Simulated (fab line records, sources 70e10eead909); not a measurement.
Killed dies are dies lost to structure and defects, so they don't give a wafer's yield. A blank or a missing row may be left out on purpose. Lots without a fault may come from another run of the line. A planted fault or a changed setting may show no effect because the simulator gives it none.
Which tool did it? | flow nand_harc | 24 lots, 72 wafers sampled, at 6 steps of a route of 1159

WHAT THE GAUGES READ, wafer by wafer
The record holds no reading of a measuring or inspecting step that can be judged against a usual standard deviation.

WHICH TOOL RAN EACH LOT (tool, then ch and the chambers of the sampled wafers, then the start)
lot  | NHARC_A_STAIRCASE_TRIM_187         | NHARC_A_STAIRCASE_ETCH_190                    | NHARC_A_STAIRCASE_ETCH_227                    | NHARC_A_STAIRCASE_TRIM_235                    | NHARC_A_STAIRCASE_STRIP_238          | NHARC_A_STAIRCASE_DESCUM_312
L074 | rie_diel-12 ch 0,1,3, day 11 03:28 | rie_diel-12 ch 0,2,3, day 11 12:41 or earlier | rie_diel-08 ch 1,3, day 11 12:41 or earlier   | rie_diel-08 ch 1,3, day 11 12:41 or earlier   | plasma_asher-01 ch 0,1, day 11 12:41 | rie_diel-08 ch 2,3, day 11 23:59
L075 | rie_diel-08 ch 1,2, day 11 03:59   | rie_diel-08 ch 1,2, day 11 12:38 or earlier   | rie_diel-12 ch 0,1,3, day 11 12:38 or earlier | rie_diel-06 ch 1,3, day 11 12:38 or earlier   | plasma_asher-02 ch 0,1, day 11 12:38 | rie_diel-06 ch 0,1,3, day 12 00:19
L076 | rie_diel-12 ch 0,1,3, day 11 13:41 | rie_diel-12 ch 1,3, day 11 20:23 or earlier   | rie_diel-08 ch 1,3, day 11 20:23 or earlier   | rie_diel-06 ch 1,2,3, day 11 20:23 or earlier | plasma_asher-01 ch 0,1, day 11 20:23 | rie_diel-08 ch 2,3, day 12 07:05
L077 | rie_diel-08 ch 0,2,3, day 11 19:26 | rie_diel-08 ch 0,2,3, day 12 04:16 or earlier | rie_diel-08 ch 0,1,2, day 12 04:16 or earlier | rie_diel-06 ch 0,2, day 12 04:16 or earlier   | plasma_asher-02 ch 0,1, day 12 04:16 | rie_diel-08 ch 0,1, day 12 14:38
L078 | rie_diel-06 ch 1,3, day 11 20:54   | rie_diel-06 ch 1,2, day 12 03:37 or earlier   | rie_diel-12 ch 0,1,2, day 12 03:37 or earlier | rie_diel-12 ch 0,2, day 12 03:37 or earlier   | plasma_asher-01 ch 0,1, day 12 03:37 | rie_diel-12 ch 0,2,3, day 12 16:41
L080 | rie_diel-08 ch 1,3, day 12 03:36   | rie_diel-08 ch 0,2,3, day 12 09:56 or earlier | rie_diel-06 ch 1,2,3, day 12 09:56 or earlier | rie_diel-08 ch 0,2,3, day 12 09:56 or earlier | plasma_asher-02 ch 0, day 12 09:56   | rie_diel-12 ch 1,2, day 12 21:54
L079 | rie_diel-08 ch 0,2,3, day 12 04:19 | rie_diel-08 ch 1,2,3, day 12 11:11 or earlier | rie_diel-06 ch 1,2, day 12 11:11 or earlier   | rie_diel-08 ch 1,2,3, day 12 11:11 or earlier | plasma_asher-02 ch 0,1, day 12 11:11 | rie_diel-08 ch 0,1,3, day 12 22:56
L083 | rie_diel-12 ch 1,2, day 12 15:44   | rie_diel-12 ch 0,1,3, day 13 00:19 or earlier | rie_diel-06 ch 0,3, day 13 00:19 or earlier   | rie_diel-06 ch 0,1, day 13 00:19 or earlier   | plasma_asher-02 ch 0,1, day 13 00:19 | rie_diel-12 ch 0,3, day 13 12:56
L082 | rie_diel-12 ch 0,1,3, day 12 16:05 | rie_diel-12 ch 0,1,2, day 12 22:17 or earlier | rie_diel-08 ch 0,2,3, day 12 22:17 or earlier | rie_diel-08 ch 0,2,3, day 12 22:17 or earlier | plasma_asher-02 ch 0,1, day 12 22:17 | rie_diel-06 ch 0,1,3, day 13 09:46
L081 | rie_diel-08 ch 2,3, day 13 02:10   | rie_diel-08 ch 0,3, day 13 08:17 or earlier   | rie_diel-08 ch 0,2,3, day 13 08:17 or earlier | rie_diel-06 ch 0,1,2, day 13 08:17 or earlier | plasma_asher-01 ch 0,1, day 13 08:17 | rie_diel-06 ch 0,1,2, day 13 20:29
L085 | rie_diel-08 ch 0,1,2, day 13 10:59 | rie_diel-08 ch 0,1, day 13 20:37 or earlier   | rie_diel-12 ch 2,3, day 13 20:37 or earlier   | rie_diel-12 ch 0,1, day 13 20:37 or earlier   | plasma_asher-01 ch 0,1, day 13 20:37 | rie_diel-08 ch 0,1,3, day 14 07:01
L084 | rie_diel-12 ch 0,1, day 13 14:15   | rie_diel-12 ch 0,2,3, day 13 21:32 or earlier | rie_diel-12 ch 0,1, day 13 21:32 or earlier   | rie_diel-12 ch 0,2,3, day 13 21:32 or earlier | plasma_asher-02 ch 0,1, day 13 21:32 | rie_diel-12 ch 0,2,3, day 14 08:13
L087 | rie_diel-08 ch 0,1, day 14 03:44   | rie_diel-08 ch 0,1,3, day 14 12:19 or earlier | rie_diel-12 ch 0,2,3, day 14 12:19 or earlier | rie_diel-08 ch 0,2,3, day 14 12:19 or earlier | plasma_asher-02 ch 0,1, day 14 12:19 | rie_diel-06 ch 0,2, day 14 23:31
L086 | rie_diel-12 ch 1,2,3, day 14 04:20 | rie_diel-12 ch 0,2,3, day 14 11:59 or earlier | rie_diel-06 ch 0,2,3, day 14 11:59 or earlier | rie_diel-08 ch 1,2,3, day 14 11:59 or earlier | plasma_asher-01 ch 0,1, day 14 11:59 | rie_diel-08 ch 0,1,3, day 14 22:15
L088 | rie_diel-12 ch 0,1, day 14 07:52   | rie_diel-12 ch 0,1,2, day 14 18:00 or earlier | rie_diel-06 ch 0,2, day 14 18:00 or earlier   | rie_diel-12 ch 0,1,3, day 14 18:00 or earlier | plasma_asher-01 ch 0,1, day 14 18:00 | rie_diel-12 ch 1,2, day 15 05:30
L089 | rie_diel-12 ch 1,2,3, day 14 18:37 | rie_diel-12 ch 1,2,3, day 15 00:53 or earlier | rie_diel-06 ch 0,1,2, day 15 00:53 or earlier | rie_diel-06 ch 0,1,2, day 15 00:53 or earlier | plasma_asher-01 ch 0,1, day 15 00:53 | rie_diel-12 ch 2,3, day 15 12:12
L090 | rie_diel-12 ch 2,3, day 15 04:44   | rie_diel-12 ch 0,2,3, day 15 11:31 or earlier | rie_diel-08 ch 0,2,3, day 15 11:31 or earlier | rie_diel-12 ch 1,2,3, day 15 11:31 or earlier | plasma_asher-02 ch 0,1, day 15 11:31 | rie_diel-08 ch 0,1,3, day 16 00:52
L091 | rie_diel-12 ch 0,1, day 15 05:05   | rie_diel-12 ch 2,3, day 15 12:40 or earlier   | rie_diel-06 ch 2,3, day 15 12:40 or earlier   | rie_diel-08 ch 0,1,2, day 15 12:40 or earlier | plasma_asher-02 ch 0,1, day 15 12:40 | rie_diel-08 ch 0,2, day 16 01:52
L093 | rie_diel-08 ch 1,2,3, day 15 10:18 | rie_diel-08 ch 1,2,3, day 15 16:11 or earlier | rie_diel-08 ch 1,2,3, day 15 16:11 or earlier | rie_diel-08 ch 0,1,2, day 15 16:11 or earlier | plasma_asher-01 ch 0,1, day 15 16:11 | rie_diel-12 ch 1,2,3, day 16 04:04
L092 | rie_diel-06 ch 0,1, day 15 10:41   | rie_diel-06 ch 0,1,2, day 15 16:58 or earlier | rie_diel-06 ch 0,3, day 15 16:58 or earlier   | rie_diel-06 ch 0,2,3, day 15 16:58 or earlier | plasma_asher-02 ch 1, day 15 16:58   | rie_diel-12 ch 1,2, day 16 05:38
L094 | rie_diel-06 ch 0,2,3, day 15 20:35 | rie_diel-06 ch 0,3, day 16 02:37 or earlier   | rie_diel-08 ch 1,3, day 16 02:37 or earlier   | rie_diel-06 ch 1,2,3, day 16 02:37 or earlier | plasma_asher-01 ch 0,1, day 16 02:37 | rie_diel-06 ch 1,2, day 16 14:44
L095 | rie_diel-08 ch 0,1,3, day 15 21:11 | rie_diel-08 ch 2,3, day 16 03:21 or earlier   | rie_diel-06 ch 2,3, day 16 03:21 or earlier   | rie_diel-12 ch 1,2,3, day 16 03:21 or earlier | plasma_asher-01 ch 0,1, day 16 03:21 | rie_diel-08 ch 0,1,3, day 16 15:37
L097 | rie_diel-06 ch 0,1,2, day 16 12:35 | rie_diel-06 ch 2,3, day 16 19:04 or earlier   | rie_diel-12 ch 1,3, day 16 19:04 or earlier   | rie_diel-06 ch 0,2,3, day 16 19:04 or earlier | plasma_asher-01 ch 0,1, day 16 19:04 | rie_diel-08 ch 1,2,3, day 17 07:20
L096 | rie_diel-06 ch 0,1,3, day 16 19:29 | rie_diel-06 ch 2,3, day 17 04:20 or earlier   | rie_diel-08 ch 0,1,2, day 17 04:20 or earlier | rie_diel-08 ch 0,1,3, day 17 04:20 or earlier | plasma_asher-02 ch 0,1, day 17 04:20 | rie_diel-06 ch 0,1,3, day 17 16:29
- NHARC_A_STAIRCASE_TRIM_187: chemistry O2, time 211.2 s.
- NHARC_A_STAIRCASE_ETCH_190: etches the open film in C4F8/O2, target depth 100 nm, time 40.5 s.
- NHARC_A_STAIRCASE_ETCH_227: etches the open film in C4F8/O2, target depth 100 nm, time 40.5 s.
- NHARC_A_STAIRCASE_TRIM_235: chemistry O2, time 211.2 s.
- NHARC_A_STAIRCASE_STRIP_238: strips in O2.
- NHARC_A_STAIRCASE_DESCUM_312: chemistry O2, time 3 s.

WHAT THE TOOLS THEMSELVES READ (means of the sampled wafers that have a number; where no wafer has one, the mark that the record gives instead)
NHARC_A_STAIRCASE_TRIM_187. Usual: drypump_motor_current_A 5.7 A, standard deviation 0.5; oes_product_au 0.996 a.u., standard deviation 0.012; rf_vpp_V 57.8 V, standard deviation 0.94; showerhead_plenum_p_Torr 3.52 Torr, standard deviation 0.12; throttle_valve_pct 17.037 %, standard deviation 0.0092.
lot  | tool        | drypump_motor_current_A (A) | oes_product_au (a.u.) | rf_vpp_V (V) | showerhead_plenum_p_Torr (Torr) | throttle_valve_pct (%) | flag
L074 | rie_diel-12 | 5.5                         | 0.986                 | 58.1         | 3.54                            | 17.037                 |
L075 | rie_diel-08 | 6.1                         | 0.999                 | 57.5         | 3.45                            | 17.038                 |
L076 | rie_diel-12 | 5.5                         | 0.991                 | 58.5         | 3.54                            | 17.031                 |
L077 | rie_diel-08 | 5.6                         | 1.005                 | 58.0         | 3.40                            | 17.034                 |
L078 | rie_diel-06 | 6.0                         | 0.997                 | 58.5         | 3.66                            | 17.031                 |
L080 | rie_diel-08 | 6.1                         | 1.000                 | 57.1         | 3.62                            | 17.034                 |
L079 | rie_diel-08 | 5.6                         | 1.002                 | 57.9         | 3.40                            | 17.042                 |
L083 | rie_diel-12 | 5.6                         | 0.987                 | 58.1         | 3.57                            | 17.043                 |
L082 | rie_diel-12 | 5.5                         | 0.986                 | 57.3         | 3.53                            | 17.034                 |
L081 | rie_diel-08 | 5.4                         | 0.995                 | 56.8         | 3.41                            | 17.036                 |
L085 | rie_diel-08 | 6.1                         | 1.010                 | 57.6         | 3.47                            | 17.041                 |
L084 | rie_diel-12 | 5.9                         | 0.978                 | 58.9         | 3.60                            | 17.040                 |
L087 | rie_diel-08 | 6.3                         | 0.999                 | 58.3         | 3.59                            | 17.039                 |
L086 | rie_diel-12 | 5.4                         | 1.000                 | 58.1         | 3.53                            | 17.029                 |
L088 | rie_diel-12 | 5.9                         | 0.985                 | 56.6         | 3.56                            | 17.033                 |
L089 | rie_diel-12 | 5.4                         | 0.991                 | 57.7         | 3.52                            | 17.036                 |
L090 | rie_diel-12 | 5.0                         | 1.000                 | 57.8         | 3.45                            | 17.039                 |
L091 | rie_diel-12 | 5.9                         | 0.974                 | 58.1         | 3.55                            | 17.044                 |
L093 | rie_diel-08 | 5.9                         | 0.997                 | 57.0         | 3.48                            | 17.044                 |
L092 | rie_diel-06 | 5.5                         | 0.995                 | 58.4         | 3.52                            | 17.023                 |
L094 | rie_diel-06 | 5.8                         | 1.002                 | 58.0         | 3.57                            | 17.039                 |
L095 | rie_diel-08 | 5.9                         | 0.993                 | 57.4         | 3.51                            | 17.038                 |
L097 | rie_diel-06 | 5.7                         | 0.994                 | 58.3         | 3.55                            | 17.034                 |
L096 | rie_diel-06 | 5.7                         | 0.998                 | 57.3         | 3.58                            | 17.039                 |

NHARC_A_STAIRCASE_ETCH_190. Usual: oes_product_au 0.937 a.u., standard deviation 0.012; rf_vpp_V 895 V, standard deviation 4.4.
lot  | tool        | oes_product_au (a.u.) | rf_vpp_V (V) | flag
L074 | rie_diel-12 | 0.944                 | 895          |
L075 | rie_diel-08 | 0.941                 | 893          |
L076 | rie_diel-12 | 0.938                 | 896          |
L077 | rie_diel-08 | 0.935                 | 891          |
L078 | rie_diel-06 | 0.944                 | 900          |
L080 | rie_diel-08 | 0.948                 | 890          |
L079 | rie_diel-08 | 0.945                 | 894          |
L083 | rie_diel-12 | 0.930                 | 896          |
L082 | rie_diel-12 | 0.934                 | 897          |
L081 | rie_diel-08 | 0.937                 | 894          |
L085 | rie_diel-08 | 0.933                 | 895          |
L084 | rie_diel-12 | 0.948                 | 895          |
L087 | rie_diel-08 | 0.936                 | 896          |
L086 | rie_diel-12 | 0.931                 | 894          |
L088 | rie_diel-12 | 0.918                 | 897          |
L089 | rie_diel-12 | 0.942                 | 897          |
L090 | rie_diel-12 | 0.941                 | 894          |
L091 | rie_diel-12 | 0.937                 | 893          |
L093 | rie_diel-08 | 0.924                 | 894          |
L092 | rie_diel-06 | 0.936                 | 897          |
L094 | rie_diel-06 | 0.935                 | 895          |
L095 | rie_diel-08 | 0.941                 | 891          |
L097 | rie_diel-06 | 0.940                 | 899          |
L096 | rie_diel-06 | 0.948                 | 899          |

NHARC_A_STAIRCASE_ETCH_227. Usual: oes_product_au 0.938 a.u., standard deviation 0.01; rf_vpp_V 896 V, standard deviation 4.3.
lot  | tool        | oes_product_au (a.u.) | rf_vpp_V (V) | flag
L074 | rie_diel-08 | 0.933                 | 899          |
L075 | rie_diel-12 | 0.935                 | 896          |
L076 | rie_diel-08 | 0.928                 | 897          |
L077 | rie_diel-08 | 0.930                 | 894          |
L078 | rie_diel-12 | 0.925                 | 897          |
L080 | rie_diel-06 | 0.958                 | 901          |
L079 | rie_diel-06 | 0.946                 | 900          |
L083 | rie_diel-06 | 0.944                 | 896          |
L082 | rie_diel-08 | 0.948                 | 891          |
L081 | rie_diel-08 | 0.939                 | 891          |
L085 | rie_diel-12 | 0.938                 | 894          |
L084 | rie_diel-12 | 0.933                 | 897          |
L087 | rie_diel-12 | 0.933                 | 894          |
L086 | rie_diel-06 | 0.940                 | 897          |
L088 | rie_diel-06 | 0.945                 | 895          |
L089 | rie_diel-06 | 0.943                 | 897          |
L090 | rie_diel-08 | 0.933                 | 890          |
L091 | rie_diel-06 | 0.948                 | 899          |
L093 | rie_diel-08 | 0.940                 | 895          |
L092 | rie_diel-06 | 0.934                 | 896          |
L094 | rie_diel-08 | 0.933                 | 896          |
L095 | rie_diel-06 | 0.943                 | 899          |
L097 | rie_diel-12 | 0.930                 | 898          |
L096 | rie_diel-08 | 0.939                 | 893          |

NHARC_A_STAIRCASE_TRIM_235. Usual: drypump_motor_current_A 5.8 A, standard deviation 0.47; oes_product_au 0.996 a.u., standard deviation 0.011; rf_vpp_V 57.8 V, standard deviation 0.82; showerhead_plenum_p_Torr 3.53 Torr, standard deviation 0.12; throttle_valve_pct 17.036 %, standard deviation 0.0078.
lot  | tool        | drypump_motor_current_A (A) | oes_product_au (a.u.) | rf_vpp_V (V) | showerhead_plenum_p_Torr (Torr) | throttle_valve_pct (%) | flag
L074 | rie_diel-08 | 6.1                         | 0.995                 | 57.6         | 3.62                            | 17.031                 |
L075 | rie_diel-06 | 6.0                         | 1.002                 | 57.6         | 3.66                            | 17.030                 |
L076 | rie_diel-06 | 6.1                         | 0.996                 | 57.5         | 3.65                            | 17.036                 |
L077 | rie_diel-06 | 5.9                         | 1.008                 | 57.7         | 3.56                            | 17.035                 |
L078 | rie_diel-12 | 5.7                         | 0.980                 | 57.5         | 3.52                            | 17.041                 |
L080 | rie_diel-08 | 5.6                         | 1.005                 | 58.1         | 3.40                            | 17.033                 |
L079 | rie_diel-08 | 5.9                         | 0.999                 | 57.6         | 3.49                            | 17.039                 |
L083 | rie_diel-06 | 5.6                         | 1.003                 | 58.9         | 3.59                            | 17.047                 |
L082 | rie_diel-08 | 5.6                         | 0.999                 | 57.5         | 3.40                            | 17.038                 |
L081 | rie_diel-06 | 5.8                         | 1.001                 | 58.9         | 3.57                            | 17.035                 |
L085 | rie_diel-12 | 6.0                         | 0.989                 | 57.9         | 3.60                            | 17.037                 |
L084 | rie_diel-12 | 5.3                         | 0.997                 | 57.2         | 3.49                            | 17.042                 |
L087 | rie_diel-08 | 5.6                         | 1.000                 | 57.7         | 3.39                            | 17.034                 |
L086 | rie_diel-08 | 5.9                         | 1.002                 | 58.2         | 3.49                            | 17.034                 |
L088 | rie_diel-12 | 5.5                         | 0.983                 | 58.2         | 3.52                            | 17.042                 |
L089 | rie_diel-06 | 5.7                         | 0.999                 | 58.0         | 3.56                            | 17.035                 |
L090 | rie_diel-12 | 5.4                         | 0.994                 | 58.1         | 3.52                            | 17.049                 |
L091 | rie_diel-08 | 6.1                         | 0.993                 | 57.4         | 3.47                            | 17.032                 |
L093 | rie_diel-08 | 6.1                         | 1.001                 | 57.1         | 3.47                            | 17.033                 |
L092 | rie_diel-06 | 5.8                         | 1.000                 | 57.8         | 3.57                            | 17.029                 |
L094 | rie_diel-06 | 6.1                         | 1.000                 | 57.9         | 3.63                            | 17.036                 |
L095 | rie_diel-12 | 5.4                         | 0.991                 | 56.6         | 3.52                            | 17.038                 |
L097 | rie_diel-06 | 5.8                         | 0.997                 | 57.9         | 3.56                            | 17.034                 |
L096 | rie_diel-08 | 5.9                         | 0.994                 | 57.7         | 3.50                            | 17.035                 |

NHARC_A_STAIRCASE_STRIP_238. Usual: drypump_motor_current_A 5.8 A, standard deviation 0.54; heater_power_w 329 W, standard deviation 23.
lot  | tool            | drypump_motor_current_A (A) | heater_power_w (W) | flag
L074 | plasma_asher-01 | 5.8                         | 346                |
L075 | plasma_asher-02 | 6.1                         | 305                |
L076 | plasma_asher-01 | 5.9                         | 339                |
L077 | plasma_asher-02 | 6.1                         | 307                |
L078 | plasma_asher-01 | 5.8                         | 346                |
L080 | plasma_asher-02 | 5.1                         | 304                |
L079 | plasma_asher-02 | 5.6                         | 303                |
L083 | plasma_asher-02 | 5.6                         | 304                |
L082 | plasma_asher-02 | 6.1                         | 304                |
L081 | plasma_asher-01 | 5.8                         | 356                |
L085 | plasma_asher-01 | 5.9                         | 354                |
L084 | plasma_asher-02 | 5.6                         | 308                |
L087 | plasma_asher-02 | 5.6                         | 307                |
L086 | plasma_asher-01 | 5.8                         | 353                |
L088 | plasma_asher-01 | 5.8                         | 349                |
L089 | plasma_asher-01 | 5.8                         | 352                |
L090 | plasma_asher-02 | 5.6                         | 306                |
L091 | plasma_asher-02 | 5.6                         | 306                |
L093 | plasma_asher-01 | 5.8                         | 358                |
L092 | plasma_asher-02 | 6.6                         | 304                |
L094 | plasma_asher-01 | 5.8                         | 355                |
L095 | plasma_asher-01 | 5.8                         | 351                |
L097 | plasma_asher-01 | 5.8                         | 355                |
L096 | plasma_asher-02 | 6.1                         | 328                |

NHARC_A_STAIRCASE_DESCUM_312. Usual: drypump_motor_current_A 5.7 A, standard deviation 0.48; oes_product_au 0.996 a.u., standard deviation 0.01; rf_vpp_V 57.7 V, standard deviation 0.91; showerhead_plenum_p_Torr 1.90 Torr, standard deviation 0.067; throttle_valve_pct 11.311 %, standard deviation 0.009.
lot  | tool        | drypump_motor_current_A (A) | oes_product_au (a.u.) | rf_vpp_V (V) | showerhead_plenum_p_Torr (Torr) | throttle_valve_pct (%) | flag
L074 | rie_diel-08 | 5.4                         | 1.000                 | 58.0         | 1.85                            | 11.320                 |
L075 | rie_diel-06 | 5.7                         | 0.998                 | 57.8         | 1.95                            | 11.313                 |
L076 | rie_diel-08 | 5.4                         | 1.003                 | 57.4         | 1.85                            | 11.311                 |
L077 | rie_diel-08 | 6.1                         | 0.999                 | 57.6         | 1.90                            | 11.307                 |
L078 | rie_diel-12 | 5.3                         | 0.995                 | 57.8         | 1.89                            | 11.318                 |
L080 | rie_diel-12 | 5.8                         | 0.985                 | 57.3         | 1.96                            | 11.313                 |
L079 | rie_diel-08 | 5.9                         | 0.997                 | 58.4         | 1.91                            | 11.313                 |
L083 | rie_diel-12 | 5.4                         | 0.987                 | 57.6         | 1.89                            | 11.318                 |
L082 | rie_diel-06 | 5.7                         | 0.993                 | 59.0         | 1.95                            | 11.304                 |
L081 | rie_diel-06 | 5.7                         | 0.996                 | 57.6         | 1.94                            | 11.308                 |
L085 | rie_diel-08 | 5.8                         | 0.991                 | 57.7         | 1.91                            | 11.310                 |
L084 | rie_diel-12 | 5.3                         | 0.995                 | 57.5         | 1.89                            | 11.308                 |
L087 | rie_diel-06 | 5.8                         | 0.997                 | 57.4         | 1.92                            | 11.312                 |
L086 | rie_diel-08 | 5.8                         | 0.989                 | 58.6         | 1.91                            | 11.306                 |
L088 | rie_diel-12 | 5.6                         | 1.004                 | 57.5         | 1.93                            | 11.313                 |
L089 | rie_diel-12 | 5.2                         | 1.001                 | 58.1         | 1.88                            | 11.307                 |
L090 | rie_diel-08 | 5.9                         | 0.997                 | 58.2         | 1.90                            | 11.309                 |
L091 | rie_diel-08 | 5.8                         | 1.007                 | 57.3         | 1.80                            | 11.309                 |
L093 | rie_diel-12 | 5.4                         | 0.992                 | 57.9         | 1.91                            | 11.310                 |
L092 | rie_diel-12 | 5.8                         | 0.990                 | 57.7         | 1.95                            | 11.311                 |
L094 | rie_diel-06 | 5.9                         | 0.983                 | 58.2         | 1.96                            | 11.320                 |
L095 | rie_diel-08 | 5.9                         | 0.995                 | 57.3         | 1.90                            | 11.310                 |
L097 | rie_diel-08 | 5.9                         | 0.998                 | 56.9         | 1.88                            | 11.310                 |
L096 | rie_diel-06 | 5.7                         | 0.999                 | 57.6         | 1.94                            | 11.310                 |

THE ANSWER, worked out from the rows above alone
Rule: a lot is off if the mean of its wafers that have a number lies more than 3 standard deviations from the usual mean. A lot without any number at a reading at which 4 lots or more have one is off too. The other lots that the step has rows for count as sound. The gauges are gone through in route order, then the tools' own readings, and for those a lot's mean is taken as printed above. The first step at which some lot is off is used, and at that step the reading that is off furthest; a lot without a number counts as furthest.
No lot is off at any reading shown: from this, nothing can be told.

WHAT THE SIMULATOR HAD PUT IN
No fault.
